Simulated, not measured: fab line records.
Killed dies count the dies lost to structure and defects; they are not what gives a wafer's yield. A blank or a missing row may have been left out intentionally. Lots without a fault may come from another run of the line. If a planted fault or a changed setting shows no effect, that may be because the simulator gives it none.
Chamber matching -- flow n5 finfet -- 4 sister chambers for N5_BEOL_M6_ALD_77 on ald metal-04
The step deposits TaN, target thk 2 nm, pulse time 2 s, purge time 3 s. 4 wafers are shown with their chamber, then 9 later ones without.

WAFERS, EACH WITH ITS CHAMBER
wafer,chamber,heater power w (W)
L078.3,1,460
L083.5,3,424
L087.3,2,362
L087.6,0,385

WAFERS MISSING THEIR CHAMBER
wafer,heater power w (W)
L089.1,411
L089.2,460
L089.4,369
L088.1,379
L088.2,467
L088.6,370
L094.1,424
L094.4,363
L094.6,383

EACH ONE'S CHAMBER
wafer,from the rows above,in truth
L089.1,3,3
L089.2,1,1
L089.4,can't be placed: 2 or 0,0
L088.1,can't be placed: 0 or 2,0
L088.2,1,1
L088.6,can't be placed: 2 or 0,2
L094.1,3,3
L094.4,2,2
L094.6,0,0
6 of 9 placed correctly. Unplaceable from these rows: 3, with the true chamber sitting among the candidates in 3. Wrongly placed: 0.
How it was worked out, from the rows above alone: a wafer's distance from a chamber is the root of the sum, over the readings, of the square of ((its reading less the chamber's mean) divided by the reading's scatter). The wafer belongs to the nearest chamber; if the next one is less than 2 further off, it can't be placed. The mean given for a chamber averages the wafers shown for that chamber. The scatter: root of mean squared gap, hidden wafer to nearest shown wafer, with one shown wafer a chamber.
